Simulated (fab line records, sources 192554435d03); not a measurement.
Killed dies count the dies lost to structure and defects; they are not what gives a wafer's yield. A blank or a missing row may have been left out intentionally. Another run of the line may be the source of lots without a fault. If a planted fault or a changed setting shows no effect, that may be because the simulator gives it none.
Chamber matching / flow n5-finfet / rie-diel-03 running N5_BEOL_M11_ETCH_62: 4 sister chambers
The step etches SOC in N2/H2, target depth 110 nm, overetch 22 nm, time 165 s. 4 wafers are shown with their chamber, then 7 later ones without.

== WAFERS PAIRED WITH THEIR CHAMBERS ==
wafer=L076.4; chamber=0; drypump-motor-current-A (A)=5.5
wafer=L087.6; chamber=2; drypump-motor-current-A (A)=5.3
wafer=L085.4; chamber=1; drypump-motor-current-A (A)=5.9
wafer=L085.5; chamber=3; drypump-motor-current-A (A)=6.6

== WAFERS MISSING THEIR CHAMBER ==
wafer=L085.6; drypump-motor-current-A (A)=5.6
wafer=L089.1; drypump-motor-current-A (A)=5.3
wafer=L089.4; drypump-motor-current-A (A)=5.5
wafer=L089.6; drypump-motor-current-A (A)=5.2
wafer=L096.2; drypump-motor-current-A (A)=5.6
wafer=L096.3; drypump-motor-current-A (A)=6.6
wafer=L096.5; drypump-motor-current-A (A)=5.3

== WHICH CHAMBER EACH ONE RAN IN ==
wafer=L085.6; from the rows above=0; in truth=0
wafer=L089.1; from the rows above=2; in truth=2
wafer=L089.4; from the rows above=0; in truth=0
wafer=L089.6; from the rows above=2; in truth=2
wafer=L096.2; from the rows above=0; in truth=0
wafer=L096.3; from the rows above=3; in truth=3
wafer=L096.5; from the rows above=2; in truth=2
Correct placement for 7 of the 7. From these rows, 0 cannot be placed. Number placed wrongly: 0.
How it was worked out, from the rows above alone: a wafer's distance from a chamber is the root of the sum, over the readings, of the square of ((its reading less the chamber's mean) divided by the reading's scatter). The wafer belongs to the nearest chamber; if the next one is less than 2 further off, it can't be placed. For every chamber, the mean is computed from those of its wafers that are shown. The scatter: with one shown wafer a chamber, the root of the mean of the squares of how far each hidden wafer lies from its nearest shown one.
